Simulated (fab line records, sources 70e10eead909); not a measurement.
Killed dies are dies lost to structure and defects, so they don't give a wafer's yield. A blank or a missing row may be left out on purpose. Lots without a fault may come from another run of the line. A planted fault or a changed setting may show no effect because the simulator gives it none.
A struck lot beside a sound one | flow nand_harc | 13 steps out of a route of 1159
Sound: wafers L248.2, L248.3, L248.6. Struck: wafer L265.4. (L265.2, L265.6 of the same lot were not struck and are left out.) The cause comes at the end.
At each step with rows: each side's tool, then ch and its chambers, then its first start. Under that, the readings that differ: sound wafers | struck wafers | difference of the means | sigmas: that difference in standard deviations of wafers without a fault.
alike: readings whose means differ by less than 2 such deviations, and words and numbers that are the same on both sides. not compared: withheld readings, readings that some wafer has no value for, bounds like >300 that may hide the same value, and numbers for which the record gives no deviation and whose values overlap.
The two part at a step that has a row with sigmas, a row that says differs or no value, or rows on one side only. Numbers that don't overlap but have no deviation are shown without sigmas and don't part them. A reading that every wafer of one side lacks parts them only if that side has two wafers or more.

NHARC_A_STAIRCASE_DEP_417: deposits Si3N4, target thk 60 nm.
  sound on pecvd-02 ch 1,2, day 12 12:08; struck on pecvd-01 ch 1, day 16 23:53
  reading            | sound       | struck | difference | sigmas
  heater_power_w (W) | 870 811 849 | 519    | -324       | -3
  alike: rf_fwd_power_W, showerhead_vpp_V
then, 3 steps without rows for these wafers: NHARC_A_STAIRCASE_WET_418 (chemistry H3PO4, target depth 20 nm); NHARC_A_STAIRCASE_PRECLEAN_419 (cleans in SC1); NHARC_A_STAIRCASE_SRD_421.
NHARC_A_STAIRCASE_ALD_420: deposits SiO2, target thk 20 nm, pulse time 6 s, ald cycles 200.
  sound on ald_hk-03 ch 0,3, day 12 14:17; struck on ald_hk-02 ch 0, day 17 02:38
  reading            | sound       | struck | difference | sigmas
  heater_power_w (W) | 572 462 556 | 423    | -107       | -2
  alike: precursor_pulse_height_rel
then, 1 step without rows for these wafers: NHARC_A_STAIRCASE_CVD_552 (deposits SiNx, target thk 40 nm).
NHARC_A_STAIRCASE_DEP_151: deposits SiO2, target thk 3800 nm.
  sound on pecvd-02 ch 0,1, day 12 22:37; struck on pecvd-01 ch 1, day 17 10:41
  reading            | sound             | struck | difference | sigmas
  rf_fwd_power_W (W) | 497.8 498.6 498.1 | 503.0  | +4.8       | +3
  alike: heater_power_w
then, 1 step without rows for these wafers: NHARC_A_STAIRCASE_ANNEAL_320 (time 1800 s).
NHARC_A_STAIRCASE_DEP_322: deposits SiO2, target thk 3800 nm.
  sound on pecvd-02 ch 0,1,2, day 13 07:41; struck on pecvd-04 ch 0, day 17 17:44
  alike: heater_power_w, rf_fwd_power_W
then, 1 step without rows for these wafers: NHARC_A_STAIRCASE_ANNEAL_323 (time 1800 s).
NHARC_A_STAIRCASE_DEP_325: deposits SiO2, target thk 3800 nm.
  sound on pecvd-02 ch 0,2, day 13 14:49; struck on pecvd-02 ch 1, day 18 00:52
  reading            | sound             | struck | difference | sigmas
  rf_fwd_power_W (W) | 499.3 500.5 499.9 | 558.6  | +58.7      | +37
  alike: heater_power_w
then, 1 step without rows for these wafers: NHARC_A_STAIRCASE_ANNEAL_326 (time 1800 s).
NHARC_END_SORT_01:
  the record has rows for the sound wafers here (prober-02 ch 0, day 20 07:17) and none for the struck ones

WHERE THEY PART
First at NHARC_A_STAIRCASE_DEP_417; last, within this record, at NHARC_END_SORT_01.

WHY: what the simulator had put in
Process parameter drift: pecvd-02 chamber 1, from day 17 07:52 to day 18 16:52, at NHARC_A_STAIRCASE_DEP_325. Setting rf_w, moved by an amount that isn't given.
